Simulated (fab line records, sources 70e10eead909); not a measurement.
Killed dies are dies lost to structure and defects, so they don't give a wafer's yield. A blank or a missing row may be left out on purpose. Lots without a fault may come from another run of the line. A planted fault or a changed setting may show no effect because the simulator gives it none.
fab line records | flow nand_harc | part 1 of 2: steps 1 to 21 of 30
record lots=5 wafers=15 last_day=33
route steps=1302 shown A_CHANNEL_HOLE_D1@478 A_CHANNEL_FILL_D1@490
lots that met no fault: from a run of the same line without faults
start_h: hours from the record's first day to the start of the lot's first wafer shown | wait_h: hours since the lot's step before | " the same as in the row above | L1.1+2: a row that stands for several wafers | - no value, or no start given | * or withheld: withheld | < > ~ a bound
route shown NAME@n: a module of which the file shows steps, and the number in the route of the first | usual: mean/standard deviation of fault-free wafers | same: alike in all rows | chamber/n: place in a boat | sites: the reading at each site | _std_site: their standard deviation | _edge_site: outer sites' mean less inner sites' | radius_mm: how far each site lies from the wafer's centre | mask NAME#n: copy n | behind: the tool/chamber that last shaped the wafer | hold: why the lot was held/for how many hours/how that ended | device: the transistor (n, p or np) that didn't switch | end of line: the same wafers' tests at the end of the route | a step without rows: its recipe alone | killed: dies lost to structure and defects at the first sort, not the wafer's yield | map: a wafer's dies, x killed, . not, _ none there
set.NAME: the setting as run; set.NAME@STEP: as run at that earlier step | model.NAME: the simulator's own value behind a step, which no gauge read
lots at some steps of the route; a table a step, a row a wafer
services: from which hour (start_h, from the record's first day; less than 0 if before it) a tool's chamber was out of use, for how many hours, and why
## steps
# step NHARC_A_CHANNEL_HOLE_D1_ETCH_26
# recipe bias_v=300 source_w=2000 pressure_mtorr=30 time_s=224.1 ar_flow_sccm=375 c4f8_flow_sccm=11.4 o2_flow_sccm=113.6 temp_c=-20 target_depth_a=3000 chemistry=C4F8/O2/Ar
# usual drypump_motor_current_A=6.2/0.35 oes_air_line_au=1.003/0.02 showerhead_plenum_p_Torr=3.71/0.11 throttle_valve_pct=24.584/0.0088
# columns lot.wafer tool chamber start_h wait_h drypump_motor_current_A oes_air_line_au rf_hours_counter_h showerhead_plenum_p_Torr throttle_valve_pct
L077.1 har_etch-02 0 211.01 0.7 5.8 0.985 317 3.54 24.566
L077.2 " 1 " " 6.8 0.989 317 3.80 24.601
L077.4 " 1 " " 6.8 1.000 - 3.80 24.582
L084.4 har_etch-01 0 283.51 0.4 6.1 0.998 - 3.75 24.592
L084.6 " 1 " " 6.0 1.018 - 3.75 24.575
L084.5 " 0 " " 6.2 1.008 - 3.75 24.579
L085.1 har_etch-01 1 296.80 0.7 6.0 0.993 153 3.75 24.588
L085.2 " 0 " " 6.2 1.037 153 3.75 24.580
L085.4 " 1 " " 6.0 1.018 - 3.75 24.591
L087.1 har_etch-01 0 309.32 0.7 6.2 1.014 160 3.74 24.577
L087.2 " 1 " " 6.0 0.985 160 3.74 24.569
L087.6 " 0 " " 6.2 0.977 - 3.74 24.582
L097.2 har_etch-02 0 422.50 0.7 5.8 1.001 23 3.98 24.589
L097.1 " 1 " " 6.8 1.005 23 3.74 24.587
L097.6 " 0 " " 5.8 1.000 - 3.98 24.585
# step NHARC_A_CHANNEL_HOLE_D1_ETCH_33
# recipe bias_v=400 source_w=2000 pressure_mtorr=25 time_s=90 ar_flow_sccm=375 c4f8_flow_sccm=41.7 o2_flow_sccm=83.3 temp_c=-20 target_depth_a=4000 chemistry=C4F8/O2/Ar
# usual drypump_motor_current_A=6.2/0.35 oes_air_line_au=1.000/0.02 showerhead_plenum_p_Torr=3.71/0.11 throttle_valve_pct=27.619/0.0096
# columns lot.wafer tool chamber start_h wait_h drypump_motor_current_A oes_air_line_au rf_hours_counter_h showerhead_plenum_p_Torr throttle_valve_pct
L077.1 har_etch-02 0 211.21 0.2 5.8 1.000 318 3.54 27.626
L077.2 " 1 " " 6.8 0.966 318 3.80 27.633
L077.4 " 1 " " 6.8 0.973 - 3.80 27.627
L084.4 har_etch-01 0 283.70 0.2 6.2 1.029 - 3.74 27.614
L084.6 " 1 " " 6.0 1.009 - 3.74 27.610
L084.5 " 0 " " 6.2 1.061 - 3.74 27.610
L085.1 har_etch-01 1 297.00 0.2 6.0 1.004 153 3.74 27.609
L085.2 " 0 " " 6.2 0.946 153 3.74 27.611
L085.4 " 1 " " 6.0 1.005 - 3.74 27.620
L087.1 har_etch-01 0 309.51 0.2 6.2 1.017 160 3.74 27.612
L087.2 " 1 " " 6.0 0.979 160 3.74 27.624
L087.6 " 0 " " 6.2 0.992 - 3.74 27.614
L097.2 har_etch-02 0 422.70 0.2 5.8 0.983 23 3.97 27.622
L097.1 " 1 " " 6.8 0.996 23 3.74 27.627
L097.6 " 0 " " 5.8 0.968 - 3.97 27.609
# step NHARC_A_CHANNEL_HOLE_D1_STRIP_41
# recipe n2_flow_sccm=150 h2_flow_sccm=150 ar_flow_sccm=0 bias_w=0 chemistry=N2/H2
# columns lot.wafer tool chamber start_h wait_h
L077.4+2+1 rie_diel-09 2,3,1 211.74 0.4
L084.4+5+6 rie_diel-09 1,3,0 284.16 0.4
L085.2+1+4 rie_diel-09 1,3,0 297.53 0.5
L087.2+1+6 rie_diel-09 0,1,0 310.04 0.5
L097.1+2+6 rie_diel-07 3,1,3 423.22 0.5
# step NHARC_A_CHANNEL_HOLE_D1_STRIP_42
# recipe cf4_flow_sccm=100 chf3_flow_sccm=30 ar_flow_sccm=0 bias_w=0 chemistry=CF4/CHF3
# columns lot.wafer tool chamber start_h wait_h
L077.2+1+4 rie_diel-09 1,3,0 211.83 0.1
L084.4+5+6 rie_diel-09 2,3,0 284.24 0.1
L085.4+2+1 rie_diel-09 0,2,3 297.62 0.1
L087.2+1+6 rie_diel-09 3,2,0 310.14 0.1
L097.1+2+6 rie_diel-07 3,2,2 423.33 0.1
# step NHARC_A_CHANNEL_HOLE_D1_STRIP_43
# recipe o2_flow_sccm=400 cos_flow_sccm=20 ar_flow_sccm=0 bias_w=0 chemistry=O2/COS
# columns lot.wafer tool chamber start_h wait_h
L077.1+4+2 rie_diel-09 2,3,0 211.90 0.1
L084.4+5+6 rie_diel-09 3,3,0 284.30 0.0
L085.4+2+1 rie_diel-09 1,2,0 297.68 0.1
L087.2+1+6 rie_diel-09 3,2,0 310.20 0.1
L097.2+1+6 rie_diel-07 3,2,1 423.40 0.1
# step NHARC_A_CHANNEL_HOLE_D1_ETCH_44
# recipe target_depth_a=1400 overetch_a=140 time_s=77 ion_energy_ev=100 cf4_flow_sccm=80 o2_flow_sccm=20 ar_flow_sccm=0 rf_w=300 bias_w=100 chemistry=CF4/O2
# usual drypump_motor_current_A=5.6/0.4 oes_o_777_au=1.000/0.005 oes_product_au=0.997/0.0097 rf_vpp_V=197.7/1.5 showerhead_plenum_p_Torr=1.33/0.064 throttle_valve_pct=13.397/0.0086
# columns lot.wafer tool chamber start_h wait_h drypump_motor_current_A oes_o_777_au oes_product_au rf_hours_counter_h rf_vpp_V showerhead_plenum_p_Torr throttle_valve_pct
L077.1 rie_diel-09 0 211.96 0.1 6.3 1.006 0.975 6 197.4 1.35 13.399
L077.4 " 2 " " 5.7 1.003 1.011 5 198.0 1.41 13.395
L077.2 " 3 " " 5.5 1.004 1.002 5 196.0 1.24 13.379
L084.4 rie_diel-09 2 284.37 0.1 5.7 1.001 1.006 13 200.1 1.41 13.381
L084.6 " 1 " " 5.2 1.000 0.998 - 195.7 1.26 13.385
L084.5 " 2 " " 5.7 1.001 1.001 - 199.6 1.41 13.400
L085.4 rie_diel-09 3 297.74 0.1 5.5 0.999 0.992 15 196.3 1.24 13.410
L085.1 " 0 " " 6.3 1.003 0.990 14 199.7 1.35 13.393
L085.2 " 1 " " 5.2 1.004 0.988 15 195.7 1.26 13.401
L087.1 rie_diel-09 0 310.27 0.1 6.3 0.999 0.980 15 198.0 1.34 13.402
L087.2 " 1 " " 5.2 0.999 0.994 16 195.4 1.26 13.388
L087.6 " 0 " " 6.3 1.004 0.983 - 198.5 1.34 13.394
L097.2 rie_diel-07 3 423.47 0.1 5.3 1.002 0.998 35 197.8 1.31 13.394
L097.1 " 2 " " 5.2 1.000 1.001 38 197.5 1.38 13.394
L097.6 " 1 " " 5.0 0.993 0.994 - 198.7 1.37 13.390
# step NHARC_A_CHANNEL_HOLE_D1_STRIP_27
# recipe o2_flow_sccm=500 ar_flow_sccm=0 bias_w=0 chemistry=O2
# usual drypump_motor_current_A=5.6/0.39 oes_product_au=0.998/0.01 rf_vpp_V=57.8/0.89 showerhead_plenum_p_Torr=3.51/0.16 throttle_valve_pct=17.036/0.0094
# columns lot.wafer tool chamber start_h wait_h drypump_motor_current_A oes_product_au rf_hours_counter_h rf_vpp_V showerhead_plenum_p_Torr throttle_valve_pct
L077.2 rie_diel-09 3 - - 5.5 1.003 5 57.2 3.29 17.027
L077.1 " 0 " " 6.3 0.991 6 59.3 3.56 17.030
L077.4 " 1 " " 5.2 1.016 6 58.8 3.35 17.045
L084.4 rie_diel-09 1 - - 5.2 1.002 14 55.9 3.35 17.041
L084.5 " 2 " " 5.7 1.007 - 60.4 3.72 17.029
L084.6 " 3 " " 5.5 1.004 - 56.7 3.29 17.045
L085.2 rie_diel-09 3 - - 5.5 0.991 15 56.8 3.29 17.055
L085.1 " 1 " " 5.2 0.991 15 58.3 3.34 17.040
L085.4 " 2 " " 5.8 0.997 14 57.9 3.72 17.040
L087.2 rie_diel-09 0 - - 6.3 0.993 15 58.4 3.55 17.046
L087.1 " 2 " " 5.7 1.006 15 58.3 3.71 17.032
L087.6 " 0 " " 6.3 0.991 - 57.5 3.55 17.030
L097.1 rie_diel-07 1 - - 5.0 0.989 36 57.7 3.61 17.030
L097.2 " 2 " " 5.2 1.005 38 58.2 3.65 17.027
L097.6 " 3 " " 5.3 1.000 - 57.7 3.47 17.032
# step NHARC_A_CHANNEL_HOLE_D1_PRECLEAN_28
# recipe time_s=* temp_c=50 bath_age_min=0 chemistry=SC1
# columns lot.wafer tool chamber start_h wait_h
L077.2+4+1 wet_bench-09 0,1,2 212.63 -
L084.5+4+6 wet_bench-07 6,7,1 285.02 -
L085.1+2+4 wet_bench-07 2,3,6 298.41 -
L087.2+1+6 wet_bench-07 1,2,6 310.91 -
L097.6+1+2 wet_bench-09 1,2,5 424.25 -
# step NHARC_A_CHANNEL_HOLE_D1_SRD_29
# columns lot.wafer tool chamber start_h wait_h
L077.2+4+1 wet_bench-09 0,1,2 - -
L084.5+4+6 wet_bench-07 6,7,1 - -
L085.1+2+4 wet_bench-07 2,3,6 - -
L087.2+1+6 wet_bench-07 1,2,6 - -
L097.6+1+2 wet_bench-09 1,2,5 - -
# step NHARC_A_CHANNEL_HOLE_D1_CD_MEAS_30
# usual cd_nm=89.4/1.2
# columns lot.wafer tool chamber start_h wait_h cd_nm
L077.1 cd_sem-02 - 212.75 - 88.1
L077.2 " - " " 90.3
L077.4 " - " " 89.4
L084.4 cd_sem-02 - 285.17 - 88.7
L084.5 " - " " 89.3
L084.6 " - " " 89.2
L085.1 cd_sem-02 - 298.54 - 87.3
L085.2 " - " " 89.3
L085.4 " - " " 90.7
L087.1 cd_sem-01 - 311.05 - 88.8
L087.2 " - " " 90.0
L087.6 " - " " 90.2
L097.1 cd_sem-02 - 424.39 - 89.3
L097.2 " - " " 91.8
L097.6 " - " " 91.6
# step NHARC_A_CHANNEL_HOLE_D1_XSEM_31
# recipe landing_energy_ev=35000
# usual bot_cd_nm=73.9/1.3 bow_nm=8.73/0.25 tilt_deg=0.08/0.038
# columns lot.wafer tool chamber start_h wait_h bot_cd_nm bow_nm tilt_deg
L077.1 xsem-01 0 212.84 0.1 72.7 8.55 0.04
L077.2 " 0 " " 73.9 8.58 0.05
L077.4 " 0 " " 74.6 8.53 0.04
L084.4 xsem-02 0 285.26 0.1 72.9 8.87 0.01
L084.5 " 0 " " 73.4 8.95 0.01
L084.6 " 0 " " 73.1 8.94 0.01
L085.1 xsem-02 0 298.63 0.1 72.9 8.41 0.05
L085.2 " 0 " " 73.7 8.40 0.05
L085.4 " 0 " " 76.3 8.35 0.05
L087.1 xsem-02 0 311.14 0.1 73.7 8.68 0.10
L087.2 " 0 " " 74.1 8.67 0.10
L087.6 " 0 " " 74.7 8.72 0.10
L097.1 xsem-01 0 424.47 0.1 73.4 8.62 0.05
L097.2 " 0 " " 76.8 8.73 0.05
L097.6 " 0 " " 76.7 8.71 0.05
# step NHARC_A_CHANNEL_HOLE_D1_INSPECT_40
# usual raw_defect_count=70/27
# columns lot.wafer tool chamber start_h wait_h raw_defect_count
L077.1 defect_inspect-02 - 212.94 - 118
L077.2 " - " " 114
L077.4 " - " " 100
L084.4 defect_inspect-01 - 285.35 - 51
L084.5 " - " " 46
L084.6 " - " " 51
L085.1 defect_inspect-02 - 298.73 - 43
L085.2 " - " " 38
L085.4 " - " " 58
L087.1 defect_inspect-02 - 311.24 - 35
L087.2 " - " " 40
L087.6 " - " " 59
L097.1 defect_inspect-01 - 424.57 - 29
L097.2 " - " " 52
L097.6 " - " " 64
# step NHARC_A_CHANNEL_FILL_D1_PRECLEAN_00
# recipe time_s=* temp_c=50 bath_age_min=0 chemistry=SC1
# columns lot.wafer tool chamber start_h wait_h
L077.2+4+1 wet_bench-01 5,0,1 212.99 0.1
L084.6+5+4 wet_bench-02 2,4,6 285.40 0.0
L085.1+2+4 wet_bench-02 0,3,5 298.78 0.1
L087.2+6+1 wet_bench-02 2,4,7 311.29 0.0
L097.1+2+6 wet_bench-01 7,0,3 424.62 0.1
# step NHARC_A_CHANNEL_FILL_D1_SRD_01
# columns lot.wafer tool chamber start_h wait_h
L077.2+4+1 wet_bench-01 5,0,1 - -
L084.6+5+4 wet_bench-02 2,4,6 - -
L085.1+2+4 wet_bench-02 0,3,5 - -
L087.2+6+1 wet_bench-02 2,4,7 - -
L097.1+2+6 wet_bench-01 7,0,3 - -
# step NHARC_A_CHANNEL_FILL_D1_ALD_02
# recipe target_thk_a=60 pulse_time_s=10 ald_cycles=60 temp_c=300 material=SiO2
# usual heater_power_w=466/33 precursor_pulse_height_rel=1.004/0.021 susceptor_temp_C=299.98/0.19
# same pulse_time_s=10
# columns lot.wafer tool chamber start_h wait_h heater_power_w precursor_pulse_height_rel susceptor_temp_C
L077.2 ald_hk-03 3 213.20 - 476 0.967 -
L077.4 " 0 " " 424 1.023 -
L077.1 " 1 " " 468 1.008 -
L084.4 ald_hk-01 0 285.62 - 431 0.990 300.04
L084.5 " 3 " " 479 0.981 299.99
L084.6 " 0 " " 450 0.981 300.08
L085.1 ald_hk-03 1 298.92 - 455 1.027 299.88
L085.2 " 2 " " 470 0.994 300.09
L085.4 " 3 " " 442 1.004 299.77
L087.1 ald_hk-03 0 311.43 - 425 0.976 300.14
L087.2 " 2 " " 459 1.008 299.84
L087.6 " 1 " " 455 0.997 300.04
L097.1 ald_hk-01 2 424.76 - 491 1.015 300.10
L097.2 " 3 " " 469 0.980 300.12
L097.6 " 2 " " 511 0.994 300.13
# step NHARC_A_CHANNEL_FILL_D1_ALD_03
# recipe target_thk_a=60 pulse_time_s=60 ald_cycles=58 temp_c=630 pressure_torr=2 material=SiNx
# usual precursor_pulse_height_rel=0.999/0.02 susceptor_temp_C=630.00/0.28
# same pulse_time_s=60
# columns lot.wafer tool chamber start_h wait_h precursor_pulse_height_rel susceptor_temp_C
L077.1 ald_sin_batch-01 0 - - 0.998 -
L077.2 " 0 " " 1.014 -
L077.4 " 0 " " 0.975 -
L084.4 ald_sin_batch-03 0 - - 0.994 629.57
L084.5 " 0 " " 0.975 629.51
L084.6 " 0 " " 0.971 629.42
L085.1 ald_sin_batch-02 0 - - 1.005 629.55
L085.2 " 0 " " 0.997 629.72
L085.4 " 0 " " 1.008 629.83
L087.1 ald_sin_batch-01 0 - - 0.981 630.11
L087.2 " 0 " " 0.989 630.01
L087.6 " 0 " " 0.988 630.38
L097.1 ald_sin_batch-01 0 - - 0.969 629.51
L097.2 " 0 " " 0.994 629.93
L097.6 " 0 " " 0.995 629.74
# step NHARC_A_CHANNEL_FILL_D1_ALD_14
# recipe target_thk_a=25 pulse_time_s=10 ald_cycles=25 temp_c=300 material=SiO2
# usual heater_power_w=459/27 precursor_pulse_height_rel=0.995/0.02 susceptor_temp_C=299.97/0.19
# same pulse_time_s=10
# columns lot.wafer tool chamber start_h wait_h heater_power_w precursor_pulse_height_rel susceptor_temp_C
L077.2 ald_hk-02 0 220.07 0.0 467 1.006 -
L077.1 " 1 " " 449 0.968 -
L077.4 " 3 " " 481 0.976 -
L084.4 ald_hk-03 3 292.64 0.1 428 0.965 300.00
L084.5 " 2 " " 467 0.979 300.00
L084.6 " 3 " " 446 0.998 300.06
L085.4 ald_hk-02 2 305.95 0.0 430 0.993 300.12
L085.2 " 3 " " 497 1.016 300.12
L085.1 " 1 " " 453 1.027 300.09
L087.2 ald_hk-03 3 318.43 0.0 440 0.974 300.35
L087.1 " 1 " " 465 0.972 299.93
L087.6 " 3 " " 438 0.984 300.09
L097.2 ald_hk-03 3 431.96 0.2 444 0.998 300.10
L097.1 " 0 " " 437 0.997 300.07
L097.6 " 0 " " 425 1.027 299.91
# step NHARC_A_CHANNEL_FILL_D1_ALD_15
# recipe target_thk_a=20 pulse_time_s=60 ald_cycles=19 temp_c=630 pressure_torr=2 material=SiNx
# usual precursor_pulse_height_rel=1.000/0.019 susceptor_temp_C=630.0/0.3
# same pulse_time_s=60
# columns lot.wafer tool chamber start_h wait_h precursor_pulse_height_rel susceptor_temp_C
L077.1 ald_sin_batch-03 0 - - 1.005 630.2
L077.2 " 0 " " 1.021 629.9
L077.4 " 0 " " 0.992 629.9
L084.4 ald_sin_batch-03 0 - - 1.026 629.9
L084.5 " 0 " " 1.046 630.2
L084.6 " 0 " " 1.014 630.0
L085.1 ald_sin_batch-03 0 - - 0.973 629.8
L085.2 " 0 " " 0.971 630.2
L085.4 " 0 " " 1.037 630.3
L087.1 ald_sin_batch-02 0 - - 0.995 -
L087.2 " 0 " " 0.980 -
L087.6 " 0 " " 1.016 -
L097.1 ald_sin_batch-01 0 - - 0.988 -
L097.2 " 0 " " 0.999 -
L097.6 " 0 " " 1.007 -
# step NHARC_A_CHANNEL_FILL_D1_ALD_16
# recipe target_thk_a=15 pulse_time_s=10 ald_cycles=15 temp_c=300 material=SiO2
# usual heater_power_w=465/34 precursor_pulse_height_rel=0.998/0.022 susceptor_temp_C=299.98/0.19
# same pulse_time_s=10
# columns lot.wafer tool chamber start_h wait_h heater_power_w precursor_pulse_height_rel susceptor_temp_C
L077.1 ald_hk-03 1 225.28 0.1 455 1.036 299.71
L077.2 " 2 " " 478 0.984 300.04
L077.4 " 3 " " 428 0.980 300.18
L084.4 ald_hk-02 2 297.79 0.0 427 0.995 299.82
L084.5 " 2 " " 423 0.994 299.98
L084.6 " 3 " " 478 0.986 299.87
L085.1 ald_hk-03 0 311.13 0.0 423 0.985 300.37
L085.2 " 2 " " 454 0.997 299.83
L085.4 " 3 " " 439 0.997 299.87
L087.2 ald_hk-02 3 323.59 0.0 480 1.015 299.86
L087.1 " 1 " " 449 0.978 300.05
L087.6 " 3 " " 475 1.024 299.90
L097.1 ald_hk-02 1 437.39 0.3 428 1.010 299.99
L097.2 " 2 " " 436 1.002 299.89
L097.6 " 2 " " 447 0.992 299.81
# step NHARC_A_CHANNEL_FILL_D1_ANNEAL_17
# recipe temp_c=850 time_s=1800
# usual spike_tc_lower_C=850.5/1.5 zone_power_upper_pct=15.5/1.8
# columns lot.wafer tool chamber start_h wait_h spike_tc_lower_C zone_power_upper_pct
L077.1 furnace-08 0 228.55 - 851.2 17.8
L077.2 " 0 " " 849.7 17.4
L077.4 " 0 " " 848.5 17.9
L084.4 furnace-02 0 301.16 - 850.7 13.9
L084.5 " 0 " " 850.0 14.0
L084.6 " 0 " " 850.6 14.0
L085.1 furnace-02 0 314.50 - 851.3 14.2
L085.2 " 0 " " 850.5 14.4
L085.4 " 0 " " 848.6 14.4
L087.1 furnace-02 0 326.97 - 851.1 14.2
L087.2 " 0 " " 850.9 14.1
L087.6 " 0 " " 850.5 14.3
L097.1 furnace-02 0 440.76 - 852.5 14.0
L097.2 " 0 " " 850.0 14.3
L097.6 " 0 " " 849.0 14.1
# step NHARC_A_CHANNEL_FILL_D1_CVD_18
# recipe target_thk_a=30 temp_c=550 material=poly-Si
# usual spike_tc_lower_C=551.4/1.1 zone_power_upper_pct=6.8/0.49
# columns lot.wafer tool chamber start_h wait_h spike_tc_lower_C zone_power_upper_pct
L077.1 lpcvd_poly-02 0 235.06 - 551.0 7.5
L077.2 " 0 " " 550.9 7.5
L077.4 " 0 " " 550.2 7.5
L084.4 lpcvd_poly-01 0 307.59 - 551.7 6.7
L084.5 " 0 " " 552.0 6.7
L084.6 " 0 " " 550.6 6.6
L085.1 lpcvd_poly-02 0 320.99 - 551.4 7.5
L085.2 " 0 " " 552.7 7.5
L085.4 " 0 " " 551.1 7.5
L087.1 lpcvd_poly-01 0 333.37 - 550.3 6.7
L087.2 " 0 " " 550.1 6.6
L087.6 " 0 " " 552.5 6.6
L097.1 lpcvd_poly-01 0 447.42 - 552.0 6.6
L097.2 " 0 " " 550.4 6.6
L097.6 " 0 " " 552.2 6.6
